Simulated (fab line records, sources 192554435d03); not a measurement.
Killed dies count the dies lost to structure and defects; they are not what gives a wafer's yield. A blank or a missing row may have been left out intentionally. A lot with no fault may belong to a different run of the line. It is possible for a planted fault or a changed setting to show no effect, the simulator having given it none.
Chamber matching | flow n5 finfet | ald metal-02 running N5_HKMG_FIN_ALD_79: 4 sister chambers
The step deposits TiN, target thk 1.5 nm, pulse time 1 s, purge time 3 s. 4 wafers are shown with their chamber, then 12 later ones without.

EACH WAFER AND ITS CHAMBER
wafer  | chamber | heater power w (W)
L091.5 | 1       | 861
L091.6 | 2       | 949
L093.5 | 0       | 1081
L093.6 | 3       | 867

WAFERS WITHOUT THEIR CHAMBER
wafer  | heater power w (W)
L094.1 | 1082
L094.2 | 854
L094.4 | 868
L096.1 | 855
L096.2 | 869
L096.3 | 1042
L096.4 | 933
L096.5 | 921
L096.6 | 870
L097.2 | 1087
L097.4 | 941
L097.6 | 862

CHAMBER TAKEN BY EACH
wafer  | from the rows above     | in truth
L094.1 | 0                       | 0
L094.2 | can't be placed: 1 or 3 | 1
L094.4 | can't be placed: 3 or 1 | 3
L096.1 | can't be placed: 1 or 3 | 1
L096.2 | can't be placed: 3 or 1 | 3
L096.3 | 0                       | 0
L096.4 | 2                       | 2
L096.5 | can't be placed: 2 or 3 | 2
L096.6 | can't be placed: 3 or 1 | 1
L097.2 | 0                       | 0
L097.4 | 2                       | 2
L097.6 | can't be placed: 1 or 3 | 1
Correctly placed: 5 of 12. Can't be placed from these rows: 7 (the true chamber is among the candidates in 7). Placed wrongly: 0.
How it was worked out, from the rows above alone: a wafer's distance from a chamber is the root of the sum, over the readings, of the square of ((its reading less the chamber's mean) divided by the reading's scatter). If the next closest chamber is less than 2 further off than the closest, the wafer can't be placed; otherwise it belongs to the closest. A chamber's mean is the mean of its shown wafers. The scatter: with one shown wafer a chamber, the root of the mean of the squares of how far each hidden wafer lies from its nearest shown one.
